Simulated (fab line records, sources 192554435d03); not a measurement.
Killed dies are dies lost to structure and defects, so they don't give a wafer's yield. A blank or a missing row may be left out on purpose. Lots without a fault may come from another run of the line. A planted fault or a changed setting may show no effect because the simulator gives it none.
Split-lot experiment | flow n5_finfet | 7 lots, 21 wafers read, on a route of 1938 steps

THE SPLIT
At N5_BEOL_M7_DESCUM_33 (chemistry O2, time 7 s), the setting time_s was moved away from the recipe's 7 s on 7 of the 21 wafers read, by -20.0% to +22.2%. The other wafers ran this setting at the recipe's value.

FROM THE SPLIT TO THE READING: what the file shows between them, 1 step
- N5_BEOL_M7_ETCH_72: etches underlayer in N2/H2, target depth 6.5 nm, time 5.2 s

THE READING
CAR-EUV_of_BEOL_M7_COAT_22.thk_nm (the simulator's own value, which no gauge read), in nm, at N5_BEOL_M7_ETCH_65 (etches SiARC in CF4, target depth 15.6 nm, time 26 s). The file gives no usual value for it. The 14 wafers here that ran the recipe average 11.2 nm, standard deviation 0.07 nm.

wafer  | tool, chamber at the split | time_s as run, s | against the recipe | CAR-EUV_of_BEOL_M7_COAT_22.thk_nm, nm | against lot-mates on the recipe
L075.1 | rie_diel-06, 2,3,1         | 7                | recipe             | 11.2                                  | -
L075.2 | rie_diel-06, 2,3,1         | 7                | recipe             | 11.2                                  | -
L075.5 | rie_diel-06, 2,3,1         | 7                | recipe             | 11.2                                  | -
L074.2 | rie_diel-06, 1,3           | 7                | recipe             | 11.2                                  | -
L074.5 | rie_diel-06, 1,3           | 7                | recipe             | 11.2                                  | -
L074.4 | rie_diel-06, 3             | 8.557            | +22.2%             | 10.4                                  | -0.8
L079.1 | rie_diel-02, 0             | 7                | recipe             | 11.2                                  | -
L079.2 | rie_diel-02, 2             | 5.599            | -20.0%             | 11.8                                  | +0.7
L079.4 | rie_diel-02, 0             | 7                | recipe             | 11                                    | -
L088.1 | rie_diel-02, 0,2,3         | 7                | recipe             | 11.2                                  | -
L088.2 | rie_diel-02, 0,2,3         | 7                | recipe             | 11.2                                  | -
L088.6 | rie_diel-02, 0,2,3         | 7                | recipe             | 11                                    | -
L091.1 | rie_diel-06, 2             | 7.571            | +8.2%              | 11                                    | -0.2
L091.5 | rie_diel-06, 3,0           | 7                | recipe             | 11.2                                  | -
L091.6 | rie_diel-06, 3,0           | 7                | recipe             | 11.2                                  | -
L093.2 | rie_diel-06, 0             | 8.033            | +14.8%             | 10.4                                  | -0.8
L093.3 | rie_diel-06, 3             | 7                | recipe             | 11.2                                  | -
L093.5 | rie_diel-06, 2             | 8.033            | +14.8%             | 10.6                                  | -0.6
L094.1 | rie_diel-02, 3             | 7                | recipe             | 11.2                                  | -
L094.2 | rie_diel-02, 0             | 7.578            | +8.3%              | 11                                    | -0.2
L094.5 | rie_diel-02, 0             | 7.578            | +8.3%              | 10.8                                  | -0.4
Where a row lists several chambers, the file gives one row for several wafers and doesn't say which wafer went through which chamber.

THE FIT
A straight line over all 21 wafers: CAR-EUV_of_BEOL_M7_COAT_22.thk_nm changes by -0.0358 nm for each +1% of time_s; r = -0.95; the points scatter about the line by 0.095 nm.
The same after taking each lot's own level away (the mean of its wafers on the recipe; 21 wafers): -0.0383 nm for each +1%; r = -0.97; scatter 0.087 nm.
On that fit, the largest move of time_s shifts the reading by 0.85 nm.
The lots' own levels span 11.10 to 11.20 nm, that is 1.4 times the standard deviation above.
So the lot-to-lot level changes the slope little: the two slopes agree.
Check: with one of the wafers moved furthest among these (+22.2%) left out of the fit, the line predicts -0.885 nm for it against its lot-mates. It came out at -0.8 nm against them.

OTHER SPLITS ON THESE WAFERS
These wafers also went through other splits before the reading. Each is held against what the fit with the lots' levels taken away leaves over:
other split on the same wafers | wafers away from the commonest value | r with CAR-EUV_of_BEOL_M7_COAT_22.thk_nm (lot level and that fit taken away)
N5_BEOL_M7_EXPOSE_08 dose_mj   | 7                                    | -0.21

THE WHOLE CHAIN: every reading that the file lists as answering this split, in the file's order
step                 | what it does                                                | reading                                                                            | change (the file's fit)                | r (the file's)
N5_BEOL_M7_DESCUM_33 | chemistry O2, time 7 s                                      | CAR-EUV_of_BEOL_M7_COAT_22.thk_nm (the simulator's own value, which no gauge read) | -0.0327 nm for each +1% of the setting | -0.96
N5_BEOL_M7_ETCH_72   | etches underlayer in N2/H2, target depth 6.5 nm, time 5.2 s | CAR-EUV_of_BEOL_M7_COAT_22.thk_nm (the simulator's own value, which no gauge read) | -0.0343 nm for each +1% of the setting | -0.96
N5_BEOL_M7_ETCH_65   | etches SiARC in CF4, target depth 15.6 nm, time 26 s        | CAR-EUV_of_BEOL_M7_COAT_22.thk_nm (the simulator's own value, which no gauge read) | -0.0371 nm for each +1% of the setting | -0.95

THE FILE'S OWN FIT
CAR-EUV_of_BEOL_M7_COAT_22.thk_nm changes by -0.0371 nm for each +1% of time_s, r = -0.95.
